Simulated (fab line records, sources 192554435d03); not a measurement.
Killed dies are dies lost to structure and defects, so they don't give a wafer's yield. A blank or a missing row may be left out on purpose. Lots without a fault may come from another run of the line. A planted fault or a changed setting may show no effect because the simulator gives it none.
fab line records | flow n5_finfet
record lots=22 wafers=66 last_day=18
route steps=1938 shown BEOL_M4@1035 BEOL_M5@1137
lots that met no fault: from a run of the same line without faults
start_h: hours from the record's first day to the start of the lot's first wafer shown | wait_h: hours since the lot's step before | " the same as in the row above | L1.1+2: a row that stands for several wafers | - no value, or no start given | * or withheld: withheld | < > ~ a bound
route shown NAME@n: a module of which the file shows steps, and the number in the route of the first | usual: mean/standard deviation of fault-free wafers | same: alike in all rows | chamber/n: place in a boat | sites: the reading at each site | _std_site: their standard deviation | _edge_site: outer sites' mean less inner sites' | radius_mm: how far each site lies from the wafer's centre | mask NAME#n: copy n | behind: the tool/chamber that last shaped the wafer | hold: why the lot was held/for how many hours/how that ended | device: the transistor (n, p or np) that didn't switch | end of line: the same wafers' tests at the end of the route | a step without rows: its recipe alone | killed: dies lost to structure and defects at the first sort, not the wafer's yield | map: a wafer's dies, x killed, . not, _ none there
set.NAME: the setting as run; set.NAME@STEP: as run at that earlier step | model.NAME: the simulator's own value behind a step, which no gauge read
steps of the route over a sample of lots; a table a step, a row a wafer
services: from which hour (start_h, from the record's first day; less than 0 if before it) a tool's chamber was out of use, for how many hours, and why
## steps
# step N5_BEOL_M4_OVL_MEAS_12
# recipe points_per_wafer=522
# usual M4_OVL=0.0/0.73
# columns lot.wafer tool chamber start_h wait_h M4_OVL[nm]
L074.1 overlay-01 0 154.81 0.0 0.4
L074.2 " 0 " " 0.4
L074.5 " 0 " " -0.9
L075.1 overlay-01 0 164.87 0.0 -0.5
L075.2 " 0 " " 0.2
L075.3 " 0 " " 0.3
L077.4 overlay-01 0 183.11 0.0 1.1
L077.5 " 0 " " 0.8
L077.6 " 0 " " 0.2
L079.2 overlay-01 0 187.90 0.0 1.0
L079.4 " 0 " " 1.7
L079.6 " 0 " " -0.2
L080.1 overlay-01 0 192.80 0.0 0.4
L080.4 " 0 " " 0.1
L080.5 " 0 " " -0.5
L078.4 overlay-02 0 196.26 0.0 -0.3
L078.5 " 0 " " -0.9
L078.6 " 0 " " -0.7
L081.3 overlay-02 0 204.45 0.0 -0.4
L081.5 " 0 " " -1.1
L081.6 " 0 " " -0.5
L082.1 overlay-01 0 205.20 0.0 0.8
L082.3 " 0 " " 0.8
L082.5 " 0 " " 0.9
L085.1 overlay-01 0 221.62 0.0 0.5
L085.2 " 0 " " 0.3
L085.3 " 0 " " -0.1
L084.1 overlay-02 0 228.60 0.0 1.3
L084.3 " 0 " " 0.3
L084.6 " 0 " " -1.7
L083.2 overlay-02 0 232.96 0.0 1.0
L083.5 " 0 " " 0.5
L083.6 " 0 " " 0.2
L087.2 overlay-01 0 234.77 0.0 0.0
L087.3 " 0 " " -0.8
L087.6 " 0 " " 0.3
L086.3 overlay-02 0 237.36 0.0 0.1
L086.4 " 0 " " -0.6
L086.5 " 0 " " 0.3
L088.2 overlay-02 0 248.03 0.0 0.3
L088.4 " 0 " " 0.0
L088.6 " 0 " " -0.2
L090.1 overlay-01 0 249.07 0.0 -0.7
L090.2 " 0 " " 0.0
L090.6 " 0 " " -0.2
L091.1 overlay-02 0 265.35 0.0 -0.1
L091.4 " 0 " " -1.5
L091.6 " 0 " " -1.2
L092.3 overlay-01 0 268.79 0.0 -0.7
L092.4 " 0 " " -1.6
L092.6 " 0 " " -0.4
L093.1 overlay-01 0 269.31 0.0 0.5
L093.3 " 0 " " 0.8
L093.4 " 0 " " -0.5
L094.1 overlay-02 0 278.56 0.0 -0.1
L094.5 " 0 " " 0.3
L094.6 " 0 " " -1.1
L095.2 overlay-01 0 289.35 0.0 0.0
L095.5 " 0 " " -0.7
L095.6 " 0 " " -1.2
L096.1 overlay-02 0 303.72 0.0 0.7
L096.2 " 0 " " 0.5
L096.3 " 0 " " 0.1
L097.1 overlay-02 0 304.94 0.0 1.0
L097.2 " 0 " " 0.2
L097.4 " 0 " " 0.2
# step N5_BEOL_M4_STRIP_19
# recipe chemistry=O2 power_w=400 temp_c=40 pressure_mtorr=30 rf_frequency_hz=6e+07 bias_power_w=0 overash_fraction=0.2 o2_flow_sccm=225
# usual chamber_pressure_mTorr=29.994/0.026 drypump_motor_current_A=5.7/0.47 oes_product_au=0.78/0.098 rf_vpp_V=3.7/0.52 showerhead_plenum_p_Torr=2.06/0.033 throttle_valve_pct=16.69/0.27
# columns lot.wafer tool chamber start_h wait_h chamber_pressure_mTorr drypump_motor_current_A oes_product_au rf_hours_counter_h rf_vpp_V showerhead_plenum_p_Torr throttle_valve_pct
L074.1 rie_diel-02 0 155.27 0.1 30.013 5.6 0.80 104 3.4 2.03 16.68
L074.2 " 3 " " 29.955 6.0 0.77 109 2.8 2.11 16.57
L074.5 " 2 " " 30.018 5.9 0.74 - 3.8 2.08 17.02
L075.1 rie_diel-02 3 165.37 0.1 30.011 6.0 0.76 112 4.9 2.11 16.58
L075.2 " 1 " " 29.998 6.1 0.73 157 3.3 2.10 16.52
L075.3 " 2 " " 30.046 5.9 0.74 166 4.1 2.08 17.04
L077.4 rie_diel-05 2 183.68 0.1 29.984 5.1 0.71 177 3.3 2.00 16.76
L077.5 " 2 " " 30.021 5.1 0.72 - 4.0 2.00 16.78
L077.6 " 1 " " 30.011 6.0 0.71 - 3.6 2.06 16.79
L079.2 rie_diel-01 2 188.44 0.1 30.007 5.7 0.95 11 4.6 2.06 16.63
L079.4 " 0 " " 29.965 6.5 0.87 50 3.7 2.05 16.26
L079.6 " 0 " " 29.978 6.5 0.85 - 3.6 2.05 16.26
L080.1 rie_diel-05 0 193.26 0.1 30.000 5.1 0.68 238 4.8 2.08 16.74
L080.4 " 2 " " 29.991 5.1 0.72 - 4.4 2.00 16.77
L080.5 " 0 " " 29.985 5.1 0.68 - 2.8 2.08 16.75
L078.4 rie_diel-02 1 196.74 0.1 30.046 6.1 0.72 168 3.6 2.10 16.53
L078.5 " 3 " " 29.955 6.1 0.74 - 3.3 2.11 16.60
L078.6 " 0 " " 30.028 5.6 0.77 - 4.4 2.03 16.69
L081.3 rie_diel-01 1 204.93 0.1 29.973 5.7 0.67 244 3.3 2.07 16.86
L081.5 " 0 " " 30.022 6.5 0.85 - 3.0 2.05 16.28
L081.6 " 3 " " 29.969 4.8 0.71 - 3.4 2.07 16.86
L082.1 rie_diel-01 2 205.69 0.1 30.023 5.7 0.93 17 3.8 2.05 16.63
L082.3 " 1 " " 29.962 5.7 0.68 245 3.8 2.07 16.87
L082.5 " 2 " " 30.006 5.7 0.92 - 3.1 2.05 16.63
L085.1 rie_diel-01 3 222.08 0.1 30.041 4.8 0.72 212 4.5 2.07 16.89
L085.2 " 0 " " 29.968 6.5 0.85 58 3.9 2.05 16.27
L085.3 " 2 " " 30.017 5.7 0.92 24 3.2 2.05 16.67
L084.1 rie_diel-02 3 229.17 0.1 29.991 6.0 0.75 133 4.4 2.10 16.63
L084.3 " 0 " " 29.987 5.6 0.76 128 4.0 2.02 16.74
L084.6 " 2 " " 29.999 6.0 0.72 - 3.1 2.08 17.06
L083.2 rie_diel-05 1 233.42 0.1 29.981 6.0 0.93 12 3.5 2.06 16.34
L083.5 " 1 " " 30.011 6.0 0.93 - 4.1 2.06 16.32
L083.6 " 2 " " 29.995 5.1 0.70 - 2.5 1.99 16.81
L087.2 rie_diel-05 3 235.57 0.1 29.986 5.7 0.69 238 2.9 2.07 17.16
L087.3 " 2 " " 29.982 5.1 0.71 199 3.9 1.99 16.82
L087.6 " 3 " " 29.989 5.7 0.69 - 3.8 2.07 17.16
L086.3 rie_diel-05 1 238.64 0.2 29.949 6.0 0.93 15 3.9 2.06 16.33
L086.4 " 3 " " 29.976 5.8 0.69 - 3.3 2.07 17.16
L086.5 " 1 " " 29.975 6.0 0.92 - 2.8 2.06 16.33
L088.2 rie_diel-02 0 248.48 0.1 29.990 5.6 0.76 134 3.8 2.02 16.75
L088.4 " 3 " " 30.010 6.0 0.75 140 4.5 2.10 16.62
L088.6 " 1 " " 29.960 6.1 0.71 - 3.8 2.09 16.56
L090.1 rie_diel-05 1 249.59 0.1 30.012 6.0 0.93 19 4.2 2.06 16.33
L090.2 " 3 " " 29.943 5.8 0.69 244 3.6 2.06 17.18
L090.6 " 0 " " 29.971 5.1 0.98 - 4.9 2.07 16.31
L091.1 rie_diel-01 1 265.83 0.1 30.070 5.7 0.98 3 3.2 2.06 16.39
L091.4 " 3 " " 30.007 4.8 0.71 231 3.6 2.06 16.91
L091.6 " 1 " " 29.964 5.7 0.99 - 3.8 2.06 16.42
L092.3 rie_diel-05 0 269.24 0.1 30.010 5.1 0.94 9 3.5 2.07 16.34
L092.4 " 0 " " 30.001 5.1 0.94 - 3.1 2.07 16.33
L092.6 " 2 " " 30.023 5.1 0.70 - 3.4 1.99 16.82
L093.1 rie_diel-01 0 269.77 0.1 29.976 6.5 0.83 79 3.3 2.04 16.30
L093.3 " 3 " " 30.036 4.8 0.70 232 3.5 2.06 16.92
L093.4 " 2 " " 30.008 5.7 0.88 43 3.5 2.04 16.70
L094.1 rie_diel-02 3 280.42 0.3 29.986 6.1 0.73 153 4.7 2.10 16.65
L094.5 " 1 " " 29.988 6.1 0.69 - 3.3 2.09 16.59
L094.6 " 0 " " 29.965 5.6 0.75 - 3.4 2.02 16.76
L095.2 rie_diel-05 1 289.80 0.1 29.948 6.0 0.88 30 3.7 2.05 16.36
L095.5 " 1 " " 30.012 6.0 0.89 - 3.3 2.05 16.38
L095.6 " 0 " " 30.007 5.1 0.93 - 3.8 2.07 16.35
L096.1 rie_diel-05 0 304.18 0.1 30.035 5.1 0.92 19 3.8 2.07 16.35
L096.2 " 1 " " 30.026 6.0 0.88 35 3.3 2.05 16.37
L096.3 " 2 " " 29.983 5.1 0.69 223 3.3 1.98 16.85
L097.1 rie_diel-05 0 305.43 0.1 29.992 5.1 0.92 19 3.3 2.07 16.35
L097.2 " 1 " " 29.983 6.0 0.88 36 4.0 2.05 16.38
L097.4 " 2 " " 29.974 5.1 0.68 - 3.7 1.98 16.86
# step N5_BEOL_M4_ETCH_69
# recipe chemistry=CF4 target=SiARC target_depth_a=156 mask_material=CAR-EUV time_s=26 ion_energy_ev=80 pressure_mtorr=40 source_w=545 bias_w=36 Ar_flow_sccm=100 cf4_flow_sccm=100 ends=cleared
# usual chamber_pressure_mTorr=40.00/0.037 drypump_motor_current_A=5.7/0.5 etch_rf_on_time_s=26.0/0.48 oes_product_au=0.66/0.08 rf_vpp_V=183.6/0.93 showerhead_plenum_p_Torr=2.105/0.03 throttle_valve_pct=15.64/0.28
# columns lot.wafer tool chamber start_h wait_h chamber_pressure_mTorr drypump_motor_current_A etch_rf_on_time_s oes_product_au rf_hours_counter_h rf_vpp_V showerhead_plenum_p_Torr throttle_valve_pct
L074.1 rie_diel-05 1 155.83 0.0 40.02 6.0 25.7 0.60 246 183.6 2.109 15.71
L074.2 " 0 " " 40.03 5.1 26.3 0.59 223 184.3 2.115 15.60
L074.5 " 3 " " 39.97 5.7 26.3 0.61 - 184.1 2.126 16.05
L075.1 rie_diel-01 1 166.25 0.0 39.97 5.7 26.1 0.59 231 184.5 2.115 15.79
L075.2 " 2 " " 40.01 5.7 25.3 0.85 3 181.9 2.112 15.60
L075.3 " 3 " " 40.01 4.8 26.3 0.62 191 183.0 2.131 15.81
L077.4 rie_diel-01 3 184.38 0.0 39.98 4.8 26.2 0.62 198 184.5 2.129 15.85
L077.5 " 1 " " 40.00 5.7 25.8 0.58 - 184.3 2.113 15.78
L077.6 " 2 " " 40.01 5.7 25.2 0.83 - 184.7 2.111 15.61
L079.2 rie_diel-02 3 189.13 0.0 39.99 6.1 26.3 0.65 121 185.8 2.153 15.55
L079.4 " 2 " " 39.92 5.9 26.9 0.62 175 183.9 2.139 16.07
L079.6 " 1 " " 39.98 6.1 26.0 0.62 - 184.9 2.140 15.47
L080.1 rie_diel-01 3 193.95 0.0 40.00 4.8 26.3 0.62 201 184.1 2.128 15.86
L080.4 " 0 " " 40.01 6.5 26.5 0.72 52 182.5 2.093 15.21
L080.5 " 2 " " 40.03 5.7 25.3 0.81 - 183.7 2.109 15.61
L078.4 rie_diel-01 0 197.95 0.0 40.03 6.5 26.1 0.73 54 184.3 2.092 15.21
L078.5 " 1 " " 40.01 5.8 26.0 0.59 - 183.1 2.111 15.80
L078.6 " 0 " " 40.00 6.5 26.4 0.73 - 182.5 2.093 15.19
L081.3 rie_diel-05 2 205.62 0.0 40.02 5.2 25.6 0.60 187 183.4 2.044 15.74
L081.5 " 3 " " 39.99 5.8 26.4 0.59 - 184.7 2.119 16.09
L081.6 " 0 " " 39.98 5.1 26.3 0.56 - 184.1 2.108 15.66
L082.1 rie_diel-02 1 206.26 0.0 40.03 6.1 25.7 0.62 172 183.6 2.137 15.46
L082.3 " 0 " " 40.01 5.6 25.7 0.66 122 182.0 2.064 15.60
L082.5 " 3 " " 39.92 6.1 25.6 0.66 - 182.5 2.151 15.55
L085.1 rie_diel-05 3 222.78 0.0 39.98 5.7 26.6 0.59 232 184.3 2.117 16.10
L085.2 " 1 " " 39.97 6.0 25.7 0.81 7 182.6 2.105 15.26
L085.3 " 2 " " 39.96 5.2 25.9 0.61 193 182.5 2.042 15.76
L084.1 rie_diel-02 1 229.73 0.0 39.93 6.1 26.4 0.60 178 184.8 2.136 15.48
L084.3 " 2 " " 40.00 6.0 27.0 0.61 187 183.7 2.135 16.09
L084.6 " 2 " " 40.00 6.0 27.2 0.60 - 182.7 2.134 16.08
L083.2 rie_diel-02 3 233.98 0.0 39.97 6.0 25.8 0.64 135 184.2 2.149 15.57
L083.5 " 2 " " 39.98 6.0 26.7 0.61 - 184.6 2.134 16.08
L083.6 " 1 " " 39.99 6.1 26.1 0.61 - 185.4 2.135 15.52
L087.2 rie_diel-01 2 236.13 0.0 40.02 5.7 25.3 0.78 29 182.4 2.104 15.64
L087.3 " 0 " " 39.97 6.5 26.2 0.71 64 183.6 2.089 15.24
L087.6 " 3 " " 39.99 4.8 26.3 0.61 - 183.2 2.122 15.88
L086.3 rie_diel-01 0 239.57 0.0 39.98 6.5 26.0 0.71 66 181.7 2.088 15.25
L086.4 " 0 " " 39.99 6.5 25.9 0.71 - 183.7 2.088 15.24
L086.5 " 2 " " 40.04 5.7 25.4 0.77 - 184.0 2.103 15.63
L088.2 rie_diel-02 3 249.17 0.0 40.02 6.1 25.2 0.65 140 183.3 2.146 15.59
L088.4 " 1 " " 40.00 6.1 25.8 0.61 185 182.6 2.133 15.52
L088.6 " 0 " " 40.01 5.6 25.4 0.66 - 183.8 2.061 15.65
L090.1 rie_diel-05 2 250.57 0.0 39.96 5.1 25.6 0.60 206 182.9 2.038 15.76
L090.2 " 3 " " 39.95 5.8 26.1 0.58 245 182.9 2.113 16.14
L090.6 " 0 " " 39.96 5.1 25.3 0.83 - 182.3 2.105 15.17
L091.1 rie_diel-01 1 266.52 0.0 39.99 5.7 25.3 0.85 3 184.6 2.106 15.33
L091.4 " 2 " " 39.99 5.7 25.4 0.76 42 182.3 2.099 15.66
L091.6 " 1 " " 40.08 5.7 25.1 0.84 - 184.5 2.107 15.33
L092.3 rie_diel-01 3 269.93 0.0 40.01 4.8 26.1 0.60 232 183.3 2.117 15.92
L092.4 " 0 " " 40.04 6.5 26.0 0.70 79 182.3 2.084 15.27
L092.6 " 3 " " 39.99 4.8 26.3 0.60 - 183.8 2.117 15.92
L093.1 rie_diel-02 3 270.66 0.0 40.02 6.0 25.9 0.64 148 184.0 2.144 15.60
L093.3 " 1 " " 39.98 6.1 25.8 0.60 193 184.0 2.130 15.51
L093.4 " 2 " " 39.99 5.9 27.0 0.60 202 183.8 2.130 16.13
L094.1 rie_diel-02 3 281.49 0.0 40.05 6.0 26.0 0.63 153 185.6 2.142 15.61
L094.5 " 3 " " 39.94 6.0 25.5 0.64 - 183.1 2.141 15.60
L094.6 " 0 " " 40.04 5.6 26.1 0.64 - 182.5 2.057 15.67
L095.2 rie_diel-02 3 290.43 0.0 39.96 6.0 25.9 0.63 156 184.4 2.141 15.61
L095.5 " 3 " " 40.04 6.0 25.8 0.63 - 185.4 2.141 15.62
L095.6 " 2 " " 40.00 6.0 27.1 0.59 - 184.5 2.126 16.13
L096.1 rie_diel-01 0 305.03 0.0 39.97 6.5 26.2 0.69 93 183.2 2.080 15.29
L096.2 " 1 " " 40.03 5.7 25.4 0.79 18 184.3 2.101 15.35
L096.3 " 3 " " 39.99 4.8 26.4 0.59 250 183.6 2.111 15.95
L097.1 rie_diel-05 2 306.01 0.0 39.96 5.2 26.1 0.58 224 184.5 2.033 15.81
L097.2 " 0 " " 39.94 5.0 25.7 0.78 20 184.5 2.099 15.19
L097.4 " 1 " " 39.95 6.0 25.3 0.76 - 182.6 2.096 15.29
# step N5_BEOL_M4_SPUTTER_79
# recipe material=Cu target_thk_a=45 temp_c=-20 chamber_pressure_pa=0.07 power_w=withheld time_s=8.29
# usual chuck_sensor_temp_C=-15.7/0.59 throttle_valve_pct=30.4/0.47
# columns lot.wafer tool chamber start_h wait_h chuck_sensor_temp_C throttle_valve_pct
L074.1 pvd_sputter-01 - 161.95 0.1 -16.6 30.3
L074.2 " - " " -16.0 30.6
L074.5 " - " " -16.5 29.9
L075.1 pvd_sputter-02 - 168.53 0.1 -15.2 31.0
L075.2 " - " " -14.7 31.3
L075.3 " - " " -16.1 30.5
L077.4 pvd_sputter-02 - 193.00 0.1 -14.9 30.9
L077.5 " - " " -15.5 30.6
L077.6 " - " " -15.0 30.8
L079.2 pvd_sputter-03 - 194.43 0.1 -15.8 30.1
L079.4 " - " " -16.3 30.7
L079.6 " - " " -16.2 30.3
L080.1 pvd_sputter-03 - 205.60 0.1 -15.9 29.9
L080.4 " - " " -16.2 30.5
L080.5 " - " " -15.8 29.8
L078.4 pvd_sputter-01 - 208.53 0.1 -16.1 30.5
L078.5 " - " " -16.6 30.3
L078.6 " - " " -15.2 30.7
L081.3 pvd_sputter-01 - 210.37 0.1 -15.2 29.6
L081.5 " - " " -16.6 30.3
L081.6 " - " " -15.2 30.6
L082.1 pvd_sputter-03 - 212.05 0.1 -15.7 29.9
L082.3 " - " " -16.1 30.5
L082.5 " - " " -16.2 30.4
L085.1 pvd_sputter-03 - 229.34 0.1 -16.0 30.1
L085.2 " - " " -15.8 29.7
L085.3 " - " " -16.2 30.7
L084.1 pvd_sputter-01 - 235.13 0.1 -16.1 30.6
L084.3 " - " " -15.2 30.8
L084.6 " - " " -16.6 30.4
L083.2 pvd_sputter-03 - 237.61 0.1 -15.7 29.9
L083.5 " - " " -15.8 29.7
L083.6 " - " " -16.0 30.5
L087.2 pvd_sputter-02 - 243.77 0.1 -15.2 30.8
L087.3 " - " " -16.3 30.4
L087.6 " - " " -14.9 30.9
L086.3 pvd_sputter-01 - 245.33 0.1 -16.5 30.1
L086.4 " - " " -15.8 30.5
L086.5 " - " " -16.6 30.6
L088.2 pvd_sputter-01 - 255.81 0.1 -16.6 30.4
L088.4 " - " " -15.3 29.5
L088.6 " - " " -15.3 29.4
L090.1 pvd_sputter-02 - 259.53 0.1 -15.0 30.6
L090.2 " - " " -15.6 30.5
L090.6 " - " " -14.6 31.2
L091.1 pvd_sputter-03 - 269.27 0.1 -15.8 30.1
L091.4 " - " " -15.9 29.8
L091.6 " - " " -16.2 30.5
L092.3 pvd_sputter-01 - 279.99 0.1 -16.7 30.3
L092.4 " - " " -15.9 30.4
L092.6 " - " " -16.5 30.2
L093.1 pvd_sputter-01 - 283.12 0.1 -15.2 30.7
L093.3 " - " " -15.9 30.7
L093.4 " - " " -15.3 29.4
L094.1 pvd_sputter-02 - 288.04 0.1 -15.5 30.4
L094.5 " - " " -14.9 30.9
L094.6 " - " " -15.6 30.6
L095.2 pvd_sputter-02 - 295.52 0.1 -15.5 30.6
L095.5 " - " " -15.4 30.6
L095.6 " - " " -14.6 31.1
L096.1 pvd_sputter-02 - 307.66 0.1 -15.0 30.8
L096.2 " - " " -15.6 30.3
L096.3 " - " " -16.2 30.4
L097.1 pvd_sputter-01 - 314.08 0.1 -16.5 30.3
L097.2 " - " " -16.1 30.5
L097.4 " - " " -15.1 29.2
# step N5_BEOL_M4_ANNEAL_82
# recipe temp_c=400 time_s=240 ambient=vacuum
# usual heater_power_w=832/110 susceptor_temp_C_max=401.0/0.44
# columns lot.wafer tool chamber start_h wait_h heater_power_w susceptor_temp_C_max
L074.1 pvd_sputter-01 - 162.25 0.0 607 400.8
L074.2 " - " " 877 401.1
L074.5 " - " " 608 401.6
L075.1 pvd_sputter-02 - 168.83 0.0 943 400.9
L075.2 " - " " 873 401.1
L075.3 " - " " 726 400.8
L077.4 pvd_sputter-02 - 193.30 0.0 909 401.0
L077.5 " - " " 752 400.9
L077.6 " - " " 929 400.6
L079.2 pvd_sputter-03 - 199.21 0.0 749 401.1
L079.4 " - " " 958 400.7
L079.6 " - " " 944 400.8
L080.1 pvd_sputter-03 - 205.90 0.0 845 400.6
L080.4 " - " " 921 400.6
L080.5 " - " " 842 400.5
L078.4 pvd_sputter-01 - 208.83 0.0 861 401.5
L078.5 " - " " 637 402.2
L078.6 " - " " 925 401.4
L081.3 pvd_sputter-01 - 210.67 0.0 856 401.0
L081.5 " - " " 630 401.9
L081.6 " - " " 969 401.3
L082.1 pvd_sputter-03 - 212.35 0.0 742 400.9
L082.3 " - " " 929 400.6
L082.5 " - " " 908 400.6
L085.1 pvd_sputter-03 - 229.64 0.0 759 401.0
L085.2 " - " " 850 400.6
L085.3 " - " " 920 400.5
L084.1 pvd_sputter-01 - 235.43 0.0 860 401.3
L084.3 " - " " 950 401.0
L084.6 " - " " 613 401.9
L083.2 pvd_sputter-03 - 237.91 0.0 743 400.8
L083.5 " - " " 842 400.3
L083.6 " - " " 912 401.4
L087.2 pvd_sputter-02 - 244.07 0.0 953 400.9
L087.3 " - " " 733 400.8
L087.6 " - " " 917 400.7
L086.3 pvd_sputter-01 - 245.63 0.0 607 402.3
L086.4 " - " " 836 401.4
L086.5 " - " " 622 402.2
L088.2 pvd_sputter-01 - 256.11 0.0 618 401.4
L088.4 " - " " 876 400.8
L088.6 " - " " 863 401.3
L090.1 pvd_sputter-02 - 259.83 0.0 918 400.9
L090.2 " - " " 769 400.8
L090.6 " - " " 880 400.1
L091.1 pvd_sputter-03 - 269.57 0.0 747 401.1
L091.4 " - " " 848 400.6
L091.6 " - " " 944 400.8
L092.3 pvd_sputter-01 - 280.29 0.0 618 401.7
L092.4 " - " " 880 400.7
L092.6 " - " " 629 401.9
L093.1 pvd_sputter-01 - 283.42 0.0 944 401.0
L093.3 " - " " 863 401.3
L093.4 " - " " 881 401.0
L094.1 pvd_sputter-02 - 288.34 0.0 767 400.7
L094.5 " - " " 925 400.7
L094.6 " - " " 760 401.0
L095.2 pvd_sputter-02 - 295.82 0.0 754 401.1
L095.5 " - " " 775 400.5
L095.6 " - " " 900 400.7
L096.1 pvd_sputter-02 - 307.96 0.0 914 400.8
L096.2 " - " " 746 401.1
L096.3 " - " " 723 400.5
L097.1 pvd_sputter-01 - 314.38 0.0 611 401.6
L097.2 " - " " 859 401.3
L097.4 " - " " 868 400.6
# step N5_BEOL_M5_STRIP_19
# recipe chemistry=O2 power_w=400 temp_c=40 pressure_mtorr=30 rf_frequency_hz=6e+07 bias_power_w=0 overash_fraction=0.2 o2_flow_sccm=225
# usual chamber_pressure_mTorr=30.002/0.025 drypump_motor_current_A=5.9/0.35 oes_product_au=0.80/0.087 rf_vpp_V=3.7/0.48 showerhead_plenum_p_Torr=2.11/0.057 throttle_valve_pct=16.7/0.32
# columns lot.wafer tool chamber start_h wait_h chamber_pressure_mTorr drypump_motor_current_A oes_product_au rf_hours_counter_h rf_vpp_V showerhead_plenum_p_Torr throttle_valve_pct
L074.1 rie_diel-03 0 168.16 0.1 30.034 5.6 0.89 44 3.8 2.04 16.1
L074.2 " 3 " " 30.006 6.3 0.76 153 4.5 2.19 16.6
L074.5 " 2 " " 29.985 6.3 0.94 - 4.0 2.06 16.4
L075.1 rie_diel-03 1 176.85 0.2 29.963 6.1 0.75 166 2.5 2.18 17.1
L075.2 " 2 " " 30.007 6.3 0.94 16 3.2 2.06 16.4
L075.3 " 3 " " 29.962 6.4 0.76 155 3.9 2.19 16.6
L077.4 rie_diel-03 3 198.48 0.1 29.986 6.3 0.76 161 3.2 2.18 16.6
L077.5 " 1 " " 30.011 6.1 0.74 - 3.2 2.18 17.1
L077.6 " 2 " " 30.025 6.3 0.92 - 3.9 2.06 16.4
L079.2 rie_diel-06 3 206.60 0.2 29.986 5.8 0.91 15 3.3 2.14 16.2
L079.4 " 0 " " 29.965 5.8 0.69 236 3.7 2.16 16.8
L079.6 " 2 " " 30.039 5.2 0.82 - 4.0 2.12 16.9
L080.1 rie_diel-06 0 211.80 0.1 29.975 5.8 0.69 237 3.4 2.16 16.8
L080.4 " 3 " " 29.981 5.8 0.90 16 3.8 2.14 16.2
L080.5 " 1 " " 30.033 5.9 0.69 - 2.8 2.07 17.2
L078.4 rie_diel-04 0 214.56 0.1 29.973 6.3 0.94 - 3.7 2.06 16.7
L078.5 " 1 " " 29.975 5.6 0.68 - 3.3 2.16 16.8
L078.6 " 2 " " 30.002 5.6 0.80 - 3.1 2.02 16.6
L081.3 rie_diel-03 2 216.98 0.1 30.012 6.3 0.92 27 3.6 2.06 16.4
L081.5 " 2 " " 30.003 6.3 0.92 - 4.3 2.06 16.4
L081.6 " 3 " " 30.007 6.3 0.75 - 3.7 2.18 16.6
L082.1 rie_diel-03 3 217.73 0.1 29.945 6.3 0.75 166 3.4 2.18 16.6
L082.3 " 2 " " 30.013 6.3 0.90 28 4.6 2.06 16.4
L082.5 " 2 " " 29.966 6.3 0.90 - 4.1 2.06 16.4
L085.1 rie_diel-06 1 235.14 0.1 29.951 5.9 0.69 234 3.9 2.07 17.2
L085.2 " 2 " " 30.043 5.3 0.81 95 3.1 2.11 16.9
L085.3 " 0 " " 30.023 5.7 0.68 245 4.0 2.16 16.8
L084.1 rie_diel-04 2 241.55 0.1 30.007 5.6 0.79 122 3.8 2.02 16.7
L084.3 " 0 " " 29.987 6.3 0.91 17 3.1 2.06 16.7
L084.6 " 1 " " 29.996 5.6 0.66 - 3.3 2.15 16.8
L083.2 rie_diel-06 0 244.70 0.2 29.958 5.7 0.68 248 3.9 2.16 16.8
L083.5 " 2 " " 30.022 5.2 0.81 - 3.6 2.11 16.9
L083.6 " 1 " " 30.009 5.9 0.69 - 3.5 2.07 17.2
L087.2 rie_diel-03 2 249.72 0.1 30.020 6.3 0.90 38 3.1 2.06 16.4
L087.3 " 0 " " 30.029 5.6 0.87 68 3.7 2.03 16.1
L087.6 " 0 " " 29.961 5.6 0.88 - 3.2 2.03 16.1
L086.3 rie_diel-04 0 253.38 0.1 30.026 6.3 0.91 21 3.7 2.05 16.8
L086.4 " 3 " " 30.002 5.5 0.77 134 2.6 2.10 16.7
L086.5 " 0 " " 30.011 6.3 0.91 - 4.4 2.05 16.7
L088.2 rie_diel-04 1 262.93 0.1 30.009 5.6 0.65 245 4.3 2.15 16.8
L088.4 " 3 " " 29.983 5.5 0.77 137 3.5 2.10 16.7
L088.6 " 3 " " 30.006 5.4 0.77 - 3.9 2.10 16.6
L090.1 rie_diel-03 2 266.39 0.1 29.956 6.3 0.88 43 3.2 2.05 16.5
L090.2 " 3 " " 30.059 6.3 0.73 181 4.2 2.18 16.7
L090.6 " 0 " " 30.028 5.6 0.86 - 3.9 2.03 16.1
L091.1 rie_diel-03 0 275.24 0.2 29.992 5.6 0.85 75 3.3 2.03 16.1
L091.4 " 3 " " 29.985 6.3 0.73 184 3.2 2.18 16.7
L091.6 " 1 " " 30.015 6.1 0.71 - 4.1 2.17 17.1
L092.3 rie_diel-03 3 286.40 0.1 30.010 6.3 0.73 188 3.8 2.17 16.7
L092.4 " 0 " " 30.074 5.6 0.84 78 4.6 2.03 16.1
L092.6 " 1 " " 30.001 6.1 0.71 - 4.1 2.17 17.1
L093.1 rie_diel-03 3 290.46 0.1 30.044 6.3 0.74 189 3.7 2.17 16.7
L093.3 " 0 " " 29.994 5.6 0.85 79 2.9 2.03 16.1
L093.4 " 1 " " 29.996 6.1 0.72 202 3.6 2.17 17.1
L094.1 rie_diel-03 2 294.11 0.1 30.018 6.3 0.86 53 3.6 2.05 16.5
L094.5 " 3 " " 29.994 6.3 0.73 - 4.2 2.17 16.7
L094.6 " 0 " " 30.044 5.6 0.84 - 3.8 2.03 16.1
L095.2 rie_diel-03 2 303.78 0.2 30.022 6.3 0.87 55 4.6 2.05 16.5
L095.5 " 0 " " 30.007 5.6 0.84 - 4.0 2.03 16.2
L095.6 " 3 " " 29.987 6.3 0.73 - 3.8 2.17 16.7
L096.1 rie_diel-06 0 313.19 0.1 30.027 5.7 0.89 19 3.6 2.15 16.4
L096.2 " 2 " " 30.005 5.2 0.78 123 3.7 2.10 16.9
L096.3 " 3 " " 30.024 5.8 0.84 47 3.6 2.13 16.3
L097.1 rie_diel-06 2 320.32 0.1 29.992 5.2 0.78 125 3.7 2.10 16.9
L097.2 " 0 " " 29.987 5.7 0.90 22 3.9 2.15 16.4
L097.4 " 1 " " 29.993 5.9 0.99 2 3.1 2.07 16.8
## services
# columns tool chamber start_h hours kind
rie_diel-01 2 136.93 - clean
rie_diel-01 2 136.93 - consumable_replace:focus_ring
rie_diel-01 2 136.93 22.3 scheduled_down
rie_diel-04 1 139.91 2.5 repair
rie_diel-03 1 140.98 6.8 repair
rie_diel-05 0 141.50 9.7 repair
pvd_sputter-01 - 141.96 1.9 repair
rie_diel-04 - 163.06 1.1 repair
rie_diel-05 1 163.92 15.8 repair
rie_diel-01 0 205.00 10.7 repair
rie_diel-04 3 206.29 13.1 repair
rie_diel-05 3 217.36 2.8 repair
rie_diel-01 1 226.12 7.0 repair
rie_diel-03 0 268.67 3.8 repair
rie_diel-04 0 271.49 3.0 repair
rie_diel-05 - 271.96 10.0 pm
rie_diel-04 0 283.51 6.1 repair
rie_diel-04 2 291.59 9.0 repair
rie_diel-05 3 292.57 28.2 repair
rie_diel-04 1 299.71 3.5 repair
rie_diel-05 - 311.93 2.8 pm
rie_diel-04 3 313.50 3.9 repair
pvd_sputter-03 - 316.18 2.9 repair
rie_diel-04 2 319.23 6.4 repair
## key
fault none
